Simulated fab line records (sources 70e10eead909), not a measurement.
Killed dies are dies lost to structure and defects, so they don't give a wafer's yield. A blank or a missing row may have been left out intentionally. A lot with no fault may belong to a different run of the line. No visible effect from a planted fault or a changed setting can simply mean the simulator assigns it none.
Matching of chambers | flow nand_harc | NHARC_P_CONTACT_ETCH_36 on rie_diel-08: 4 sister chambers
The step etches the open film in N2/H2, target depth 260 nm, time 406.25 s. 16 wafers are shown with their chamber, then 8 later ones without.

## EACH WAFER AND ITS CHAMBER
wafer  | chamber | drypump_motor_current_A (A) | rf_vpp_V (V) | oes_product_au (a.u.)
L979.2 | 3       | 5.56                        | 428.0        | 0.995
L979.5 | 2       | 6.04                        | 427.6        | 0.992
L979.6 | 3       | 5.57                        | 428.6        | 1.001
L978.1 | 3       | 5.58                        | 431.7        | 0.994
L978.3 | 0       | 6.02                        | 432.0        | 0.992
L978.6 | 1       | 5.37                        | 430.7        | 0.998
L977.1 | 1       | 5.38                        | 430.2        | 1.007
L977.3 | 3       | 5.58                        | 427.9        | 1.011
L977.4 | 2       | 6.03                        | 427.9        | 0.998
L983.2 | 0       | 5.98                        | 431.1        | 0.989
L983.5 | 1       | 5.37                        | 429.2        | 0.995
L983.6 | 2       | 6.02                        | 427.0        | 1.004
L984.2 | 2       | 6.06                        | 426.7        | 0.994
L984.3 | 3       | 5.54                        | 428.1        | 0.983
L984.4 | 0       | 6.01                        | 431.2        | 0.983
L985.1 | 0       | 6.00                        | 432.0        | 0.993

SIGNATURES, as means of the wafers listed above
reading                 | chamber 0 | chamber 1 | chamber 2 | chamber 3 | scatter within a chamber
drypump_motor_current_A | 6.0025    | 5.3733    | 6.0375    | 5.5660    | 0.0156
rf_vpp_V                | 431.575   | 430.033   | 427.300   | 428.860   | 1.05
oes_product_au          | 0.98925   | 1.00000   | 0.99700   | 0.99680   | 0.00732
Rule: distance of a wafer from a chamber = root of the sum over the readings of ((wafer's reading minus chamber's mean) / reading's scatter) squared. The wafer belongs to the nearest chamber; if the next one is less than 2 further off, it can't be placed. How the scatter is found: for the shown wafers, subtract from each reading the mean of its chamber, square and add these, divide the total by (wafers less chambers), then take the root.

## WAFERS WITH NO CHAMBER GIVEN
wafer  | drypump_motor_current_A (A) | rf_vpp_V (V) | oes_product_au (a.u.)
L985.4 | 5.37                        | 429.9        | 0.998
L985.6 | 6.07                        | 426.6        | 1.005
L995.1 | 5.97                        | 430.3        | 0.988
L995.3 | 5.35                        | 431.5        | 1.000
L995.6 | 5.58                        | 428.4        | 0.999
L996.1 | 5.59                        | 430.9        | 0.999
L996.3 | 6.06                        | 426.3        | 1.008
L996.6 | 5.60                        | 428.3        | 0.995

## CHAMBER TAKEN BY EACH
wafer  | from the rows above | in truth
L985.4 | 1                   | 1
L985.6 | 2                   | 2
L995.1 | 0                   | 0
L995.3 | 1                   | 1
L995.6 | 3                   | 3
L996.1 | 3                   | 3
L996.3 | 2                   | 2
L996.6 | 3                   | 3
Correctly placed: 8 of 8. Number that these rows cannot place: 0. Wrongly placed: 0.
